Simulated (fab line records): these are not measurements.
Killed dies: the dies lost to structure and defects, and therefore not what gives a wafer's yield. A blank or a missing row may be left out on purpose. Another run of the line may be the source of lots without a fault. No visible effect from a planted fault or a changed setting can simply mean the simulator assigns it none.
One fault seen from 2 desks    flow n5Finfet    what lay behind the numbers comes last; until then each desk has only its own

## FROM THE METROLOGY DESK
Lot by lot, what the gauges showed, no matter which tool ran the lot: averages of those sampled wafers that carry a number. Marked OUT: a lot whose mean sits more than 4 standard deviations from the usual mean, which makes it out of limits; the brackets give that distance.
Columns: A = PASS_OPEN_OVL at N5_PASSIVATION_OVL_MEAS_66, usual 7 nm
lot   first seen here  A
L968  day 12 17:55     4
L969  day 13 06:13     8
L971  day 13 17:59     10
L975  day 15 02:49     6
L982  day 16 15:13     7
L983  day 16 19:16     8
L984  day 16 19:28     8
L985  day 17 07:10     -0
L987  day 17 10:43     2
L989  day 17 20:29     6
L990  day 18 19:38     7
Finding of this desk: none of the 11 lots has anything out of limits.

## AT THE TOOL OWNER'S DESK: pvdSputter-03
The tool's own readings at N5_BEOL_M2_SPUTTER_81 (material Cu, target thk 4.5 nm, time 8.29 s): means of the sampled wafers that have a number, for each lot that ran on this tool. Marked OUT: a lot whose mean sits more than 4 standard deviations from the usual mean, which makes it out of limits; the brackets give that distance.
Columns: A = throttleValvePct at N5_BEOL_M2_SPUTTER_81, usual 29.9 %
lot   first seen here  A
L969  day 7 11:26      30.0
L971  day 7 22:32      29.1
L975  day 9 10:54      30.0
L989  day 12 21:50     30.2
L990  day 13 01:02     30.0
Finding of this desk: none of the 5 lots has anything out of limits.

## PUT TOGETHER
Nothing out of limits was seen by the metrology desk.
The tool owner's desk saw nothing out of limits.

## WHAT THE SIMULATOR HAD INSERTED
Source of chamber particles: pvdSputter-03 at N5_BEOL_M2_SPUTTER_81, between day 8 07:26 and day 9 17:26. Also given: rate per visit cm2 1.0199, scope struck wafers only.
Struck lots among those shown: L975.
